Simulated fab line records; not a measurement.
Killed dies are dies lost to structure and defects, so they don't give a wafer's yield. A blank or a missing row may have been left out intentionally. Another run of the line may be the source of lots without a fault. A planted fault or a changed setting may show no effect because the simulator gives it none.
Comparing a struck lot with a sound one + flow n5-finfet + 34 steps out of a route of 1938
Sound: these wafers, L325.1, L325.4, L325.5. Struck: wafer L341.1 (left out: L341.2, L341.4 of the same lot, which were not struck); the cause appears at the end.
At each step with rows: each side's tool, then ch and its chambers, then its first start. Under that, the readings that differ: sound wafers + struck wafers + difference of the means + sigmas: that difference in standard deviations of wafers without a fault.
alike: words and numbers the same on both sides, and readings whose means are apart by under 2 such deviations; not compared: readings that were withheld, readings missing a value for some wafer, numbers with overlapping values and no deviation given by the record, and bounds like >300 which may hide the same value.
A row with sigmas, a row that says differs or no value, or rows on one side alone: a step with any of these is where the two part. Numbers that don't overlap but have no deviation are shown without sigmas and don't part them. A reading that every wafer of one side lacks parts them only if that side has two wafers or more.

first, 9 steps without rows for these wafers: N5_SD_EPI_P_DEVELOP_08 (develop time 30 s); N5_SD_EPI_P_DESCUM_14 (chemistry O2, time 7.9 s); N5_SD_EPI_P_ETCH_36 (etches SiARC in CF4, target depth 45.5 nm, time 75.8 s); N5_SD_EPI_P_ETCH_37 (etches SOC in N2/H2, overetch 108 nm, time 486 s); N5_SD_EPI_P_STRIP_38 (strips in N2/H2); N5_SD_EPI_P_ETCHBACK_46 (etches SiNx in CH3F/O2, stops on SiO2, target depth 17.5 nm); N5_SD_EPI_P_ETCH_47 (etches SiOCN in CH3F/O2, target depth 25 nm); N5_SD_EPI_P_ETCH_16 (etches SiO2 in CHF3/O2, target depth 5 nm); N5_SD_EPI_P_STRIP_50 (strips in CHF3/O2).
N5_SD_EPI_P_SD_RECESS_17: chemistry HBr/Cl2/O2, target depth 39.1 nm, bt time 3 s.
  sound on rie-si-05 ch 2,3, day 4 17:52; struck on rie-si-02 ch 0, day 8 19:24
| reading                              | sound             | struck | difference | sigmas |
|--------------------------------------|-------------------|--------|------------|--------|
| model.etch.depth-nm (nm)             | 39.16 39.95 39.14 | 46.6   | +7.2       |        |
| model.SD_EPI_P.feature-depth-nm (nm) | 39.2 40 39.2      | 46.6   | +7.1       |        |
  alike: drypump-motor-current-A, oes-product-au, throttle-valve-pct
  not compared: rf-hours-counter-h
then, 22 steps without rows for these wafers: N5_SD_EPI_P_WET_ETCH_45 (etches SiO2 in dHF, time 10.7 s, target depth 2 nm, rinse time 30 s); N5_SD_EPI_P_STRIP_40 (strips in N2/H2); N5_SD_EPI_P_PRECLEAN_52 (cleans in O3/DIW, time 60 s); N5_SD_EPI_P_SRD_20 (time 30 s); N5_SD_EPI_P_PRECLEAN_51 (cleans in NF3:NH3, afs cycles 1, time 20 s, sublimation time 60 s); N5_SD_EPI_P_VAPOR_ETCH_44 (etches SiGe30 in NF3/Ar, time 3.3 s); N5_SD_EPI_P_EPI_21 (deposits SiGe:B, time 355 s); N5_SD_EPI_P_HM_STRIP_48 (strips SiNx in H3PO4, material SiNx, target depth 3 nm); N5_SD_EPI_P_SRD_49 (time 30 s); N5_SD_EPI_P_PRECLEAN_24 (cleans in O3/DIW, time 45 s); N5_SD_EPI_P_PRECLEAN_32 (cleans in dHF, time 10 s); N5_SD_EPI_P_PRECLEAN_33 (cleans in SC2, time 45 s); N5_SD_EPI_P_SRD_25 (time 30 s); N5_SD_ACTIVATION_RTA_00 (time 0 s); N5_SD_ACTIVATION_LSA_01 (time 0.0008 s); N5_ILD0_LINER_00 (material SiNx, target thk 4 nm, pulse time 1 s, purge time 2 s); N5_ILD0_FCVD_FILL_01 (material SiO2 flowable, target thk 200 nm, time 328.3 s); N5_ILD0_CURE_02 (time 1800 s); N5_ILD0_CMP_03 (polishes, stops on SiNx, t overpolish 1.9 s, target thk 197.38 nm); N5_ILD0_CMP_07 (polishes SiO2 flowable, stops on poly-Si, t overpolish 1.18 s, target thk 138.88 nm); N5_ILD0_PRECLEAN_10 (cleans in NF3:NH3, afs cycles 5, time 20 s, sublimation time 60 s); N5_ILD0_ALD_15 (deposits SiNx, target thk 24 nm, pulse time 1 s, ald cycles 480).
-- the record jumps here: 4 days lie between the struck wafers' starts before and after (it left off in module ILD0 and takes up again in module BEOL_M4, whose first step shown is number 1111 of the route) --
N5_BEOL_M4_RC_MEAS_101:
  sound on prober-02 ch 0, day 9 08:05; struck on prober-01 ch 0, day 13 07:19
| reading            | sound             | struck | difference | sigmas |
|--------------------|-------------------|--------|------------|--------|
| DIBL_P (mV/V)      | 35.5 37.0 36.4    | 42.5   | +6.2       | +3     |
| IOFF_P (nA/um)     | 0.20 0.23 0.22    | 0.51   | +0.29      | +8     |
| IOFF_P_85C (nA/um) | 3.5 3.9 3.7       | 7.8    | +4.1       | +8     |
| IOFF_P_LIN (nA/um) | 0.097 0.106 0.105 | 0.139  | +0.036     | +3     |
| ION_P (uA/um)      | 455 467 470       | 482    | +18        | +2     |
| SS_P (mV/dec)      | 73.1 73.7 73.3    | 78.1   | +4.7       | +7     |
| VT_P (mV)          | -252 -251 -251    | -244   | +7         | +2     |
  alike: DIBL_N, IOFF_N, ION_N, SS_N, VT_N
-- the record jumps here: 4 days lie between the struck wafers' starts before and after (it left off in module BEOL_M4 and takes up again in module PASSIVATION, whose first step shown is number 1936 of the route) --
N5_PASSIVATION_PROBE_49:
  sound on prober-01, day 13 15:09; struck on prober-02, day 17 13:21
| reading                | sound          | struck | difference | sigmas |
|------------------------|----------------|--------|------------|--------|
| sort_bin_4_leakage (%) | 0 0 0          | 7.12   | +7.12      |        |
| sort-n-pass            | 1036 1092 1059 | 989    | -73        | -4     |
| sort-yield-pct (%)     | 87.8 92.5 89.7 | 83.8   | -6.2       | -4     |
  alike: defect-limited-yield, killed_at_M0_to_M3, killed_at_M4_up, killed-at-contacts, killed-at-front-end, killed-at-other, killed-dies, killed-open, killed-short, sort_bin_5_function, sort_bin_6_memory

WHERE THEY PART
Last at N5_PASSIVATION_PROBE_49 as far as this record goes, first at N5_BEOL_M4_RC_MEAS_101.

WHY: whatever the simulator had introduced
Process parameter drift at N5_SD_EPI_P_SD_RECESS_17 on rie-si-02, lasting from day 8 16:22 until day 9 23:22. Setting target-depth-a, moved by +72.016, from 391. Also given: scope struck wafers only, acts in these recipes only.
